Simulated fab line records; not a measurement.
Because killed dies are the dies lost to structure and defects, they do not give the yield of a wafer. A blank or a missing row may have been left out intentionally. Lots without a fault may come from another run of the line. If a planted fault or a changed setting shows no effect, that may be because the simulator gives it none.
Matching of chambers :: flow nand-harc :: cmp-02 running NHARC_A_BONDPAD_CMP_19: 4 sister chambers
The step polishes, t overpolish 30 s, cu recess touch 16 s, target thk 169.82 nm. 4 wafers are shown with their chamber, then 12 later ones without.

## WAFERS WITH THEIR CHAMBER
wafer: L088.2
chamber: 2
motor-current-A (A): 10.7

wafer: L091.2
chamber: 0
motor-current-A (A): 10.4

wafer: L091.3
chamber: 3
motor-current-A (A): 11.5

wafer: L091.4
chamber: 1
motor-current-A (A): 12.6

## WAFERS WITH NO CHAMBER GIVEN
wafer: L090.1
motor-current-A (A): 12.0

wafer: L090.4
motor-current-A (A): 11.0

wafer: L090.5
motor-current-A (A): 11.3

wafer: L093.2
motor-current-A (A): 14.0

wafer: L093.3
motor-current-A (A): 10.8

wafer: L093.6
motor-current-A (A): 13.0

wafer: L092.4
motor-current-A (A): 10.8

wafer: L092.5
motor-current-A (A): 10.9

wafer: L092.6
motor-current-A (A): 13.5

wafer: L095.1
motor-current-A (A): 12.4

wafer: L095.3
motor-current-A (A): 13.8

wafer: L095.4
motor-current-A (A): 11.3

## WHICH CHAMBER EACH WENT THROUGH
wafer: L090.1
from the rows above: can't be placed: 3 or 1 or 2 or 0
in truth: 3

wafer: L090.4
from the rows above: can't be placed: 2 or 3 or 0
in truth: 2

wafer: L090.5
from the rows above: can't be placed: 3 or 2 or 0 or 1
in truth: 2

wafer: L093.2
from the rows above: can't be placed: 1 or 3
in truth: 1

wafer: L093.3
from the rows above: can't be placed: 2 or 0 or 3
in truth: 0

wafer: L093.6
from the rows above: can't be placed: 1 or 3
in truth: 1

wafer: L092.4
from the rows above: can't be placed: 2 or 0 or 3
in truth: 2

wafer: L092.5
from the rows above: can't be placed: 2 or 0 or 3
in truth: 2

wafer: L092.6
from the rows above: can't be placed: 1 or 3
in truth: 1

wafer: L095.1
from the rows above: can't be placed: 1 or 3
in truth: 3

wafer: L095.3
from the rows above: can't be placed: 1 or 3
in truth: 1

wafer: L095.4
from the rows above: can't be placed: 3 or 2 or 0 or 1
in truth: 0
0 of 12 placed correctly. From these rows, 12 cannot be placed; in 12 the true chamber is one of the candidates. 0 placed wrongly.
How it was worked out, from the rows above alone: a wafer's distance from a chamber is the root of the sum, over the readings, of the square of ((its reading less the chamber's mean) divided by the reading's scatter). The wafer belongs to the nearest chamber; if the next one is less than 2 further off, it can't be placed. Each chamber's mean is taken over the wafers shown for it. The scatter: root of mean squared gap, hidden wafer to nearest shown wafer, with one shown wafer a chamber.
